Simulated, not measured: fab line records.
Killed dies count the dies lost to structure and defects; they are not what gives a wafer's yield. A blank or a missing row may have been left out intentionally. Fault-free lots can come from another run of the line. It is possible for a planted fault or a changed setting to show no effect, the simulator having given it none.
Matching of chambers    flow n5Finfet    N5_BEOL_M5_ETCH_61 on rieDiel-06: 3 sister chambers
The step etches SiARC in CF4, target depth 15.6 nm, time 26 s. 6 wafers are shown with their chamber, then 5 later ones without.

## WAFERS WITH THEIR CHAMBER
wafer   chamber  showerheadPlenumPTorr (Torr)  throttleValvePct (%)
L084.4  1        2.10                          15.46
L086.2  2        2.27                          15.53
L086.6  1        2.09                          15.47
L090.3  2        2.27                          15.53
L090.6  0        2.03                          15.92
L092.2  0        2.03                          15.90

## WAFERS WITH NO CHAMBER GIVEN
wafer   showerheadPlenumPTorr (Torr)  throttleValvePct (%)
L092.3  2.27                          15.53
L093.1  2.09                          15.48
L093.5  2.27                          15.55
L097.2  2.03                          15.93
L097.5  2.03                          15.94

## WHICH CHAMBER EACH WENT THROUGH
wafer   from the rows above  in truth
L092.3  2                    2
L093.1  1                    1
L093.5  2                    2
L097.2  0                    0
L097.5  0                    0
Placed correctly: 5 of 5. Number that these rows cannot place: 0. Placed wrongly: 0.
How it was worked out, from the rows above alone: a wafer's distance from a chamber is the root of the sum, over the readings, of the square of ((its reading less the chamber's mean) divided by the reading's scatter). The wafer belongs to the nearest chamber; if the next one is less than 2 further off, it can't be placed. A chamber's mean is the mean of its shown wafers. The scatter: the root of (the sum of the squares of (reading less its chamber's mean) over the shown wafers, divided by (wafers less chambers)).
